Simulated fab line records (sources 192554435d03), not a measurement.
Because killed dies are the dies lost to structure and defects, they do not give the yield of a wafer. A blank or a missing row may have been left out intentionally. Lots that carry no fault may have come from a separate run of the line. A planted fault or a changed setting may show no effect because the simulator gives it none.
fab line records	flow n5_finfet
record: lots: 5	wafers: 15	last_day: 17
route steps=1938 shown BEOL_M0_CUTY@706 BEOL_M0@715 BEOL_M4@1111 PASSIVATION@1936
lots with no fault: from the same line, run without faults
start_h: hours from the record's first day to the start of the lot's first wafer shown	wait_h: hours elapsed since this lot's preceding step	" repeats the value in the row above	L1.1+2: a single row standing in for several wafers	- no value, or no start was given	* or withheld: withheld	< > ~ a bound
route shown NAME@n: NAME is a module with steps in the file, n the number in the route of the first one	usual: mean/standard deviation taken from wafers without a fault	same: alike in all rows	chamber/n: place in a boat	sites: readings site by site	_std_site: their standard deviation	_edge_site: outer sites' mean less inner sites'	radius_mm: for every site, how far away it sits from the centre of the wafer	mask NAME#n: copy n	behind: tool/chamber where the wafer was last shaped	hold: why the lot went on hold/how many hours it stayed there/how the hold came to an end	device: which transistor (n, p or np) failed to switch	end of line: tests run on the same wafers once the route is complete	a step with no rows: only its recipe	killed: the dies lost at the first sort to structure and to defects; this is not the yield of the wafer	map: per-die view of a wafer (x killed, . not killed, _ where there is no die)
set.NAME: the setting as run; set.NAME@STEP: as run at that earlier step	model.NAME: the simulator's own value behind a step, which no gauge read
lots at some steps of the route; a table a step, a row a wafer
services: the hour from which a tool's chamber was out of use, counted from the record's first day as start_h (under 0 if before that day), plus the number of hours and why
== steps ==
step: N5_BEOL_M0_CUTY_PEB_55
recipe: peb_temp_c: 110	peb_time_s: 60	resist: CAR-ArF-block
step: N5_BEOL_M0_CUTY_DEVELOP_56
recipe: develop_time_s: 30	developer: TMAH	resist: CAR-ArF-block	rinse_liquid: diw	dry: air_spin	dev_temp_c: 23
step: N5_BEOL_M0_CUTY_CD_MEAS_57
recipe: target_cd_nm: 200	landing_energy_ev: 500	detector: se_inlens	polarity: line
usual: cd_nm: 200.2/0.82
lot.wafer	tool	chamber	start_h	wait_h	cd_nm
L479.3	cd_sem-03	0	154.34	-	200.1
L479.4	"	0	"	"	198.5
L479.6	"	0	"	"	199.6
L485.1	cd_sem-02	0	190.43	-	200.7
L485.2	"	0	"	"	201.2
L485.3	"	0	"	"	200.7
L492.1	cd_sem-03	0	226.85	-	199.2
L492.3	"	0	"	"	200.2
L492.5	"	0	"	"	200.3
L495.3	cd_sem-01	0	246.03	-	199.0
L495.4	"	0	"	"	199.9
L495.5	"	0	"	"	199.5
L496.1	cd_sem-02	0	255.73	-	200.5
L496.4	"	0	"	"	201.6
L496.6	"	0	"	"	200.9
step: N5_BEOL_M0_CUTY_OVL_MEAS_58
recipe: points_per_wafer: 44
usual: M0_ABLK_OVL: -0.3/0.78
lot.wafer	tool	chamber	start_h	wait_h	M0_ABLK_OVL[nm]
L479.3	overlay-02	0	154.37	0.0	0.1
L479.4	"	0	"	"	-0.8
L479.6	"	0	"	"	-0.9
L485.1	overlay-01	0	190.46	0.0	-0.5
L485.2	"	0	"	"	-1.8
L485.3	"	0	"	"	-1.0
L492.1	overlay-01	0	226.88	0.0	0.1
L492.3	"	0	"	"	-0.6
L492.5	"	0	"	"	-0.1
L495.3	overlay-01	0	246.06	0.0	2.7
L495.4	"	0	"	"	-0.1
L495.5	"	0	"	"	0.9
L496.1	overlay-01	0	255.76	0.0	0.4
L496.4	"	0	"	"	-0.3
L496.6	"	0	"	"	-0.1
step: N5_BEOL_M0_CUTY_INSPECT_59
recipe: mode: adi	inspect_instrument: macro
usual: raw_defect_count: 1.9/1.3
lot.wafer	tool	chamber	start_h	wait_h	raw_defect_count
L479.3	defect_inspect-02	-	154.39	0.0	2
L479.4	"	-	"	"	4
L479.6	"	-	"	"	1
L485.1	defect_inspect-02	-	190.48	0.0	1
L485.2	"	-	"	"	3
L485.3	"	-	"	"	0
L492.1	defect_inspect-01	-	226.90	0.0	3
L492.3	"	-	"	"	1
L492.5	"	-	"	"	3
L495.3	defect_inspect-01	-	246.09	0.0	1
L495.4	"	-	"	"	2
L495.5	"	-	"	"	2
L496.1	defect_inspect-02	-	255.79	0.0	2
L496.4	"	-	"	"	2
L496.6	"	-	"	"	2
step: N5_BEOL_M0_CUTY_DESCUM_61
recipe: chemistry: O2	time_s: 7.9	source_power_w: 50	bias_power_w: 20	pressure_mtorr: 20	rf_frequency_hz: 2.712e+07	temp_c: 40	resist: CAR-ArF-block	o2_flow_sccm: 225
usual: drypump_motor_current_A: 6.0/0.5	oes_product_au: 0.76/0.076	rf_vpp_V: 243.2/1.3	showerhead_plenum_p_Torr: 2.09/0.068	throttle_valve_pct: 20.39/0.24
lot.wafer	tool	chamber	start_h	wait_h	drypump_motor_current_A	oes_product_au	rf_hours_counter_h	rf_vpp_V	showerhead_plenum_p_Torr	throttle_valve_pct
L479.3	rie_diel-04	0	154.74	0.3	6.6	0.70	218	241.7	1.99	20.23
L479.4	"	3	"	"	5.7	0.73	184	245.7	2.17	20.15
L479.6	"	3	"	"	5.7	0.73	-	244.7	2.17	20.15
L485.1	rie_diel-04	0	191.30	0.8	6.6	0.70	235	240.3	1.98	20.28
L485.2	"	1	"	"	5.7	0.77	135	242.2	2.09	20.65
L485.3	"	3	"	"	5.7	0.72	197	244.9	2.16	20.16
L492.1	rie_diel-05	2	227.30	0.4	6.6	0.75	170	243.1	2.09	20.44
L492.3	"	0	"	"	5.6	0.80	106	241.9	2.02	20.24
L492.5	"	2	"	"	6.6	0.75	-	241.7	2.09	20.42
L495.3	rie_diel-01	0	246.16	0.1	5.5	0.84	75	242.8	2.11	20.71
L495.4	"	3	"	"	5.1	0.70	-	240.1	1.98	20.50
L495.5	"	1	"	"	6.6	0.82	-	244.8	2.13	20.83
L496.1	rie_diel-04	1	255.82	0.0	5.7	0.75	164	244.3	2.08	20.70
L496.4	"	1	"	"	5.7	0.75	-	243.6	2.08	20.69
L496.6	"	3	"	"	5.7	0.70	-	243.9	2.15	20.22
step: N5_BEOL_M0_CUTY_ETCH_62
recipe: chemistry: CF4	target: SiARC	mask_material: CAR-ArF-block	time_s: 58.5	ion_energy_ev: 80	pressure_mtorr: 40	source_w: 545	bias_w: 36	Ar_flow_sccm: 100	cf4_flow_sccm: 100	ends: cleared
usual: drypump_motor_current_A: 5.9/0.5	etch_rf_on_time_s: 58.7/0.73	mfc_ar_sccm: 100.04/0.3	oes_product_au: 0.65/0.066	rf_vpp_V: 184.1/1.2	showerhead_plenum_p_Torr: 2.14/0.068	throttle_valve_pct: 15.60/0.22
lot.wafer	tool	chamber	start_h	wait_h	drypump_motor_current_A	etch_rf_on_time_s	mfc_ar_sccm	oes_product_au	rf_hours_counter_h	rf_vpp_V	showerhead_plenum_p_Torr	throttle_valve_pct
L479.3	rie_diel-04	0	154.77	0.0	6.6	58.8	100.34	0.60	218	183.4	2.03	15.47
L479.4	"	3	"	"	5.7	59.0	99.60	0.62	184	184.8	2.21	15.41
L479.6	"	3	"	"	5.6	59.0	100.27	0.62	-	183.8	2.21	15.40
L485.1	rie_diel-04	0	191.33	0.0	6.6	60.0	100.42	0.58	235	184.6	2.03	15.51
L485.2	"	1	"	"	5.7	57.7	99.70	0.67	135	183.5	2.14	15.85
L485.3	"	3	"	"	5.6	59.2	99.48	0.61	197	184.2	2.21	15.44
L492.1	rie_diel-05	2	227.33	0.0	6.6	59.7	99.82	0.64	170	182.5	2.14	15.67
L492.3	"	0	"	"	5.6	60.2	99.75	0.68	106	183.6	2.07	15.50
L492.5	"	2	"	"	6.6	59.7	100.07	0.64	-	184.0	2.14	15.67
L495.3	rie_diel-01	0	246.20	0.0	5.5	59.3	100.25	0.72	75	184.3	2.17	15.90
L495.4	"	3	"	"	5.1	58.9	100.07	0.60	-	183.8	2.03	15.71
L495.5	"	1	"	"	6.6	58.8	99.69	0.72	-	184.6	2.17	15.89
L496.1	rie_diel-04	1	255.87	0.0	5.7	56.8	100.17	0.65	164	183.9	2.13	15.91
L496.4	"	1	"	"	5.7	57.4	100.08	0.65	-	183.4	2.13	15.92
L496.6	"	3	"	"	5.7	58.8	99.90	0.60	-	184.8	2.20	15.50
step: N5_BEOL_M0_CUTY_ETCH_63
recipe: chemistry: N2/H2	target: SOC	target_depth_a: 827	overetch_a: 165	mask_material: SiARC	temp_c: 40	ion_energy_ev: 200	time_s: 124	pressure_mtorr: 30	source_w: 840	bias_w: 150	n2_flow_sccm: 200	h2_flow_sccm: 200
usual: drypump_motor_current_A: 6.0/0.51	oes_product_au: 0.63/0.061	rf_vpp_V: 523.9/2.4	showerhead_plenum_p_Torr: 2.54/0.084	throttle_valve_pct: 17.78/0.26
lot.wafer	tool	chamber	start_h	wait_h	drypump_motor_current_A	oes_product_au	rf_hours_counter_h	rf_vpp_V	showerhead_plenum_p_Torr	throttle_valve_pct
L479.3	rie_diel-04	0	154.82	0.0	6.6	0.58	218	520.2	2.41	17.63
L479.4	"	3	"	"	5.6	0.60	184	524.9	2.63	17.55
L479.6	"	3	"	"	5.7	0.60	-	526.9	2.63	17.56
L485.1	rie_diel-04	0	191.38	0.0	6.6	0.57	235	520.9	2.40	17.68
L485.2	"	1	"	"	5.7	0.63	135	523.6	2.55	18.13
L485.3	"	3	"	"	5.7	0.59	197	525.4	2.63	17.56
L492.1	rie_diel-05	2	227.38	0.0	6.6	0.63	170	523.0	2.54	17.79
L492.3	"	0	"	"	5.6	0.67	106	521.1	2.45	17.55
L492.5	"	2	"	"	6.6	0.62	-	523.4	2.54	17.79
L495.3	rie_diel-01	0	246.24	0.0	5.5	0.71	75	525.0	2.57	18.08
L495.4	"	3	"	"	5.1	0.59	-	521.0	2.40	17.82
L495.5	"	1	"	"	6.6	0.69	-	524.4	2.57	18.25
L496.1	rie_diel-04	1	255.94	0.0	5.7	0.61	164	524.6	2.54	18.18
L496.4	"	1	"	"	5.7	0.62	-	523.9	2.54	18.16
L496.6	"	3	"	"	5.6	0.58	-	525.5	2.61	17.61
step: N5_BEOL_M0_CUTY_STRIP_64
recipe: chemistry: N2/H2	temp_c: 40	n2_flow_sccm: 200	h2_flow_sccm: 200	rf_frequency_hz: 6e+07
step: N5_BEOL_M0_ETCH_138
recipe: chemistry: CH3F/O2	target_depth_a: 120	target: SiCN	time_s: 31.6	ion_energy_ev: 120	pressure_mtorr: 30	source_w: 395	bias_w: 75	Ar_flow_sccm: 150	CH3F_flow_sccm: 30	O2_flow_sccm: 20	ends: cleared
usual: drypump_motor_current_A: 5.9/0.5	etch_rf_on_time_s: 29.4/0.65	mfc_ar_sccm: 149.9/0.39	oes_product_au: 0.65/0.065	rf_vpp_V: 297.4/1.5	showerhead_plenum_p_Torr: 2.00/0.069	throttle_valve_pct: 16.31/0.22
lot.wafer	tool	chamber	start_h	wait_h	drypump_motor_current_A	etch_rf_on_time_s	mfc_ar_sccm	oes_product_au	rf_hours_counter_h	rf_vpp_V	showerhead_plenum_p_Torr	throttle_valve_pct
L479.3	rie_diel-04	0	154.94	0.0	6.6	29.3	149.3	0.60	218	295.2	1.89	16.16
L479.4	"	3	"	"	5.6	30.8	149.7	0.62	184	299.7	2.08	16.17
L479.6	"	3	"	"	5.6	30.7	150.2	0.62	-	298.9	2.08	16.17
L485.1	rie_diel-04	0	191.50	0.0	6.6	29.6	150.6	0.60	235	295.9	1.89	16.18
L485.2	"	1	"	"	5.7	29.7	149.6	0.65	135	298.7	2.00	16.55
L485.3	"	3	"	"	5.7	28.7	149.8	0.62	197	298.3	2.08	16.19
L492.1	rie_diel-05	2	227.50	0.0	6.6	29.4	150.0	0.64	170	297.2	2.00	16.40
L492.3	"	0	"	"	5.6	30.4	149.7	0.68	106	296.3	1.93	16.18
L492.5	"	2	"	"	6.6	30.2	149.9	0.64	-	297.5	2.00	16.39
L495.3	rie_diel-01	0	246.37	0.0	5.4	29.9	150.1	0.73	75	298.0	2.03	16.62
L495.4	"	3	"	"	5.1	30.0	150.1	0.61	-	295.3	1.90	16.45
L495.5	"	1	"	"	6.6	29.9	150.0	0.71	-	300.1	2.03	16.62
L496.1	rie_diel-04	1	256.13	0.0	5.7	28.9	149.5	0.64	164	298.1	1.99	16.60
L496.4	"	1	"	"	5.7	29.7	149.9	0.64	-	297.4	1.99	16.60
L496.6	"	3	"	"	5.7	30.4	150.1	0.60	-	298.3	2.07	16.24
step: N5_BEOL_M0_HM_OPEN_105
recipe: chemistry: Cl2/BCl3	target_depth_a: 120	target: TiN	ion_energy_ev: 150	pressure_mtorr: 10	icp_w: 1000	bias_w: 126	Cl2_flow_sccm: 53.25	bcl3_flow_sccm: 21.75	Ar_flow_sccm: 25
step: N5_BEOL_M0_STRIP_140
recipe: chemistry: CF4	resist: SiARC	power_w: 300	bias_power_w: 75	pressure_mtorr: 50	cf4_flow_sccm: 150	rf_frequency_hz: 6e+07
usual: drypump_motor_current_A: 6.0/0.5	oes_product_au: 0.77/0.075	power_w: 300.0/1	rf_vpp_V: 271.3/1.6	showerhead_plenum_p_Torr: 1.80/0.053	throttle_valve_pct: 13.58/0.19
lot.wafer	tool	chamber	start_h	wait_h	drypump_motor_current_A	oes_product_au	power_w	rf_hours_counter_h	rf_vpp_V	showerhead_plenum_p_Torr	throttle_valve_pct
L479.3	rie_diel-05	2	155.21	0.1	6.6	0.78	299.9	136	269.9	1.80	13.59
L479.4	"	1	"	"	6.3	0.68	301.0	246	272.2	1.84	13.74
L479.6	"	3	"	"	5.5	0.79	300.3	-	274.1	1.87	13.69
L485.1	rie_diel-04	0	195.87	0.3	6.6	0.70	301.2	238	268.9	1.71	13.57
L485.2	"	2	"	"	5.7	0.93	300.0	1	272.4	1.84	13.04
L485.3	"	3	"	"	5.7	0.71	299.3	199	271.7	1.84	13.43
L492.1	rie_diel-05	0	228.45	0.1	5.6	0.79	301.7	106	270.9	1.74	13.47
L492.3	"	3	"	"	5.5	0.75	300.1	150	272.0	1.86	13.72
L492.5	"	2	"	"	6.6	0.74	298.4	-	272.4	1.79	13.67
L495.3	rie_diel-01	2	247.30	0.1	6.6	0.69	298.7	218	270.4	1.78	13.72
L495.4	"	3	"	"	5.1	0.70	300.3	239	270.6	1.70	13.70
L495.5	"	3	"	"	5.1	0.70	299.5	-	268.9	1.70	13.72
L496.1	rie_diel-01	0	260.18	0.1	5.5	0.83	301.1	80	269.3	1.82	13.83
L496.4	"	3	"	"	5.1	0.70	299.7	243	268.6	1.69	13.73
L496.6	"	3	"	"	5.1	0.69	299.3	-	268.4	1.69	13.74
step: N5_BEOL_M0_STRIP_104
recipe: chemistry: N2/H2	power_w: 450	temp_c: 40	pressure_mtorr: 20	rf_frequency_hz: 6e+07	overash_fraction: 0.3	bias_power_w: 7	h2_frac: 0.5	n2_flow_sccm: 200	h2_flow_sccm: 200
usual: drypump_motor_current_A: 6.0/0.5	oes_product_au: 0.78/0.078	power_w: 449.9/1.4	rf_vpp_V: 59.1/1.7	showerhead_plenum_p_Torr: 2.54/0.082	throttle_valve_pct: 23.5/0.31
same: overash_fraction: 0.3
lot.wafer	tool	chamber	start_h	wait_h	drypump_motor_current_A	oes_product_au	power_w	rf_hours_counter_h	rf_vpp_V	showerhead_plenum_p_Torr	throttle_valve_pct
L479.3	rie_diel-05	2	155.23	0.0	6.6	0.78	449.1	136	60.5	2.55	23.4
L479.4	"	1	"	"	6.3	0.68	448.9	246	58.8	2.61	23.5
L479.6	"	3	"	"	5.6	0.78	451.3	-	58.8	2.66	23.4
L485.1	rie_diel-04	0	195.89	0.0	6.6	0.69	449.8	238	57.6	2.40	23.4
L485.2	"	2	"	"	5.8	0.95	449.4	2	58.4	2.60	23.2
L485.3	"	3	"	"	5.7	0.72	447.7	199	58.0	2.62	23.3
L492.1	rie_diel-05	0	228.47	0.0	5.6	0.81	449.2	106	58.8	2.45	23.2
L492.3	"	3	"	"	5.5	0.76	553.9	150	57.8	2.65	23.5
L492.5	"	2	"	"	6.6	0.76	448.6	-	62.8	2.53	23.4
L495.3	rie_diel-01	2	247.32	0.0	6.6	0.69	448.8	218	61.6	2.50	23.6
L495.4	"	3	"	"	5.1	0.71	450.3	239	59.8	2.40	23.5
L495.5	"	3	"	"	5.1	0.69	450.1	-	58.0	2.40	23.4
L496.1	rie_diel-01	0	260.20	0.0	5.5	0.83	452.5	80	59.3	2.57	24.0
L496.4	"	3	"	"	5.1	0.70	448.3	243	59.7	2.39	23.5
L496.6	"	3	"	"	5.1	0.70	451.1	-	58.3	2.39	23.5
step: N5_BEOL_M0_WET_ETCH_106
recipe: chemistry: DHF	dilution: 10:1	temp_c: 25	target: SiO2	target_depth_a: 1300	dry: ipa_marangoni	rinse_time_s: 30	rinse_temp_c: 23
step: N5_BEOL_M4_RC_MEAS_101
usual: DIBL_N: 36.3/1.2	DIBL_P: 36.1/1.6	IOFF_N: 0.161/0.023	IOFF_P: 0.209/0.027	ION_N: 676/8.9	ION_P: 462/5.3	SS_N: 71.5/0.51	SS_P: 73.2/0.5	VT_N: 249.1/2.5	VT_P: -249.9/2.8
lot.wafer	tool	chamber	start_h	wait_h	DIBL_N[mV/V]	DIBL_P[mV/V]	IOFF_N[nA/um]	IOFF_P[nA/um]	ION_N[uA/um]	ION_P[uA/um]	SS_N[mV/dec]	SS_P[mV/dec]	VT_N[mV]	VT_P[mV]
L479.3	prober-02	0	204.96	0.3	36.2	36.6	0.165	0.220	679	465	71.8	72.8	248.8	-249.8
L479.4	"	0	"	"	34.9	35.5	0.151	0.207	682	464	71.8	73.6	249.9	-249.1
L479.6	"	0	"	"	36.3	36.9	0.170	0.227	682	470	71.9	72.8	249.5	-247.8
L485.1	prober-02	0	246.32	0.0	37.5	36.2	0.169	0.252	674	463	71.9	73.3	247.4	-244.1
L485.2	"	0	"	"	35.9	35.7	0.154	0.234	683	476	71.2	73.4	247.7	-246.4
L485.3	"	0	"	"	34.5	32.5	0.121	0.199	664	466	70.4	72.5	255.4	-246.6
L492.1	prober-01	0	278.61	0.0	34.8	33.6	0.139	0.183	663	463	70.6	72.9	249.4	-254.0
L492.3	"	0	"	"	36.9	35.7	0.164	0.216	673	461	71.5	72.9	248.3	-248.8
L492.5	"	0	"	"	37.2	35.9	0.181	0.222	678	464	72.0	73.6	248.5	-248.1
L495.3	prober-01	0	294.60	0.3	35.8	36.9	0.173	0.216	670	459	72.0	73.3	247.9	-248.2
L495.4	"	0	"	"	35.5	36.2	0.162	0.202	680	454	72.5	73.2	247.7	-248.1
L495.5	"	0	"	"	36.3	37.3	0.175	0.229	681	464	71.4	73.6	247.1	-248.9
L496.1	prober-01	0	310.21	0.0	34.6	33.6	0.125	0.169	669	460	71.2	73.0	252.8	-252.1
L496.4	"	0	"	"	35.6	34.4	0.136	0.179	672	460	71.8	73.0	252.2	-250.3
L496.6	"	0	"	"	36.8	36.1	0.154	0.201	677	459	71.5	73.3	249.4	-251.0
step: N5_PASSIVATION_PROBE_49
usual: defect_limited_yield: 91.3/1.5	killed_at_M0_to_M3: 35/10	killed_at_M4_up: 13/5.3	killed_at_contacts: 12/5.7	killed_at_front_end: 39/11	killed_at_other: 3.3/2.7	killed_dies: 102/18	killed_open: 67/13	killed_short: 34/7.8	sort_bin_5_function: 5.1/1	sort_bin_6_memory: 3.3/0.68	sort_n_pass: 1078/18	sort_yield_pct: 91.3/1.5
same: gross_dies: 1180	killed_at_back_side: 0	sort_bin_4_leakage[%]: 0	sort_bin_8_speed[%]: 0
lot.wafer	tool	chamber	start_h	wait_h	defect_limited_yield[%]	killed_at_M0_to_M3	killed_at_M4_up	killed_at_contacts	killed_at_front_end	killed_at_other	killed_dies	killed_open	killed_short	sort_bin_5_function[%]	sort_bin_6_memory[%]	sort_n_pass	sort_yield_pct[%]
L492.1	prober-02	-	383.18	0.0	90.5	33	5	17	53	4	112	69	34	5.3	3.4	1068	90.5
L492.3	prober-02	-	383.28	0.1	93.0	32	7	19	22	3	83	51	31	3.8	2.9	1097	93.0
L492.5	prober-02	-	383.38	0.2	92.7	25	7	13	33	8	86	48	35	4.4	2.7	1094	92.7
killed by level:class
L492.1 FIN_SAQP:geometric_particle:open=13 MOL_CONTACT_COAG:geometric_particle:open=12 BEOL_M0_SAQP:geometric_particle:short=11 BEOL_M0_SAQP:geometric_particle:open=10 DUMMY_GATE:geometric_particle:open=7 HKMG_FIN:area_etch=7 FIN_SAQP:geometric_particle:short=6 MOL_CONTACT_COAG:geometric_particle:short=5
L492.3 MOL_CONTACT_COAG:geometric_particle:open=15 BEOL_M0_SAQP:geometric_particle:short=8 BEOL_M4:geometric_particle:open=6 BEOL_M3:geometric_particle:open=6 FIN_SAQP:geometric_particle:short=4 MOL_CONTACT_COAG:geometric_particle:short=4 BEOL_M0_SAQP:geometric_particle:open=4 BEOL_M1:geometric_particle:open=4
L492.5 MOL_CONTACT_COAG:geometric_particle:open=10 FIN_SAQP:geometric_particle:short=9 BEOL_M0_SAQP:geometric_particle:short=7 BEOL_M0_SAQP:geometric_particle:open=6 BEOL_M1:geometric_particle:open=6 DUMMY_GATE:geometric_particle:open=5 STI_FIN_REVEAL:geometric_particle:open=3 GATE_CUT:geometric_particle:short=3
== services ==
tool	chamber	start_h	hours	kind
rie_diel-04	1	160.26	9.4	repair
rie_diel-05	1	168.24	-	clean
rie_diel-05	1	168.24	-	consumable_replace:esc
rie_diel-05	1	168.24	-	consumable_replace:focus_ring
rie_diel-05	1	168.24	23.1	scheduled_down
rie_diel-05	1	168.24	23.1	vent_cycle
rie_diel-04	2	175.20	-	clean
rie_diel-04	2	175.20	-	consumable_replace:focus_ring
rie_diel-04	2	175.20	17.6	scheduled_down
rie_diel-04	2	175.20	17.6	vent_cycle
rie_diel-01	-	182.64	29.3	repair
rie_diel-04	2	210.03	5.3	repair
rie_diel-04	1	217.31	5.0	repair
rie_diel-01	3	221.31	4.5	repair
rie_diel-04	0	226.04	-	clean
rie_diel-04	0	226.04	-	consumable_replace:focus_ring
rie_diel-04	0	226.04	-	consumable_replace:showerhead
rie_diel-04	0	226.04	31.1	scheduled_down
rie_diel-04	0	226.04	31.1	vent_cycle
rie_diel-01	2	240.16	6.1	repair
== key ==
first_sign: step: N5_BEOL_M0_STRIP_104	reading: power_w	direction: up	sigmas: 75	usual: *	struck: *
effect none on later readings
met_at N5_BEOL_M0_STRIP_104
struck_wafers L492.3
onset_between 155.23 228.47
fault: kind: process_parameter_drift	tool: rie_diel-05	chamber: 3	onset_h: 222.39	steps: N5_BEOL_M0_STRIP_104	channel: power_w	offset: *	shape: step	end_h: 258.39	acts_in: *	stated: *
